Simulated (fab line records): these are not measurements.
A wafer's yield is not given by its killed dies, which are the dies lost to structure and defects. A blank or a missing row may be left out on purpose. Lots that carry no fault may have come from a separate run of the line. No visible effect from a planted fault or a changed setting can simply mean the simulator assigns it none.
Chamber matching :: flow nand_harc :: NHARC_A_STAIRCASE_DESCUM_11 on rie_diel-11: 4 sister chambers
The step chemistry O2, time 3 s. 8 wafers are shown with their chamber, then 10 later ones without.

## WAFERS, EACH WITH ITS CHAMBER
wafer: L075.3
chamber: 2
showerhead_plenum_p_Torr (Torr): 2.01
drypump_motor_current_A (A): 4.8

wafer: L078.5
chamber: 2
showerhead_plenum_p_Torr (Torr): 2.01
drypump_motor_current_A (A): 4.8

wafer: L079.2
chamber: 3
showerhead_plenum_p_Torr (Torr): 2.04
drypump_motor_current_A (A): 6.0

wafer: L080.1
chamber: 1
showerhead_plenum_p_Torr (Torr): 1.82
drypump_motor_current_A (A): 6.4

wafer: L080.5
chamber: 0
showerhead_plenum_p_Torr (Torr): 1.78
drypump_motor_current_A (A): 5.1

wafer: L080.6
chamber: 3
showerhead_plenum_p_Torr (Torr): 2.04
drypump_motor_current_A (A): 5.9

wafer: L085.1
chamber: 1
showerhead_plenum_p_Torr (Torr): 1.81
drypump_motor_current_A (A): 6.3

wafer: L085.3
chamber: 0
showerhead_plenum_p_Torr (Torr): 1.78
drypump_motor_current_A (A): 5.1

## WAFERS WITHOUT THEIR CHAMBER
wafer: L085.5
showerhead_plenum_p_Torr (Torr): 2.01
drypump_motor_current_A (A): 4.8

wafer: L086.1
showerhead_plenum_p_Torr (Torr): 1.81
drypump_motor_current_A (A): 6.4

wafer: L086.3
showerhead_plenum_p_Torr (Torr): 1.78
drypump_motor_current_A (A): 5.1

wafer: L086.5
showerhead_plenum_p_Torr (Torr): 1.81
drypump_motor_current_A (A): 6.4

wafer: L089.3
showerhead_plenum_p_Torr (Torr): 2.00
drypump_motor_current_A (A): 4.8

wafer: L089.4
showerhead_plenum_p_Torr (Torr): 1.78
drypump_motor_current_A (A): 5.1

wafer: L089.5
showerhead_plenum_p_Torr (Torr): 2.04
drypump_motor_current_A (A): 5.9

wafer: L090.1
showerhead_plenum_p_Torr (Torr): 2.04
drypump_motor_current_A (A): 5.9

wafer: L090.2
showerhead_plenum_p_Torr (Torr): 2.00
drypump_motor_current_A (A): 4.8

wafer: L090.3
showerhead_plenum_p_Torr (Torr): 1.77
drypump_motor_current_A (A): 5.0

## CHAMBER TAKEN BY EACH
wafer: L085.5
from the rows above: 2
in truth: 2

wafer: L086.1
from the rows above: 1
in truth: 1

wafer: L086.3
from the rows above: 0
in truth: 0

wafer: L086.5
from the rows above: 1
in truth: 1

wafer: L089.3
from the rows above: 2
in truth: 2

wafer: L089.4
from the rows above: 0
in truth: 0

wafer: L089.5
from the rows above: 3
in truth: 3

wafer: L090.1
from the rows above: 3
in truth: 3

wafer: L090.2
from the rows above: 2
in truth: 2

wafer: L090.3
from the rows above: 0
in truth: 0
Placed correctly: 10 of 10. Not placeable from these rows: 0. Number placed wrongly: 0.
How it was worked out, from the rows above alone: a wafer's distance from a chamber is the root of the sum, over the readings, of the square of ((its reading less the chamber's mean) divided by the reading's scatter). The wafer belongs to the nearest chamber; if the next one is less than 2 further off, it can't be placed. A chamber's mean is the mean of its shown wafers. How the scatter is found: for the shown wafers, subtract from each reading the mean of its chamber, square and add these, divide the total by (wafers less chambers), then take the root.
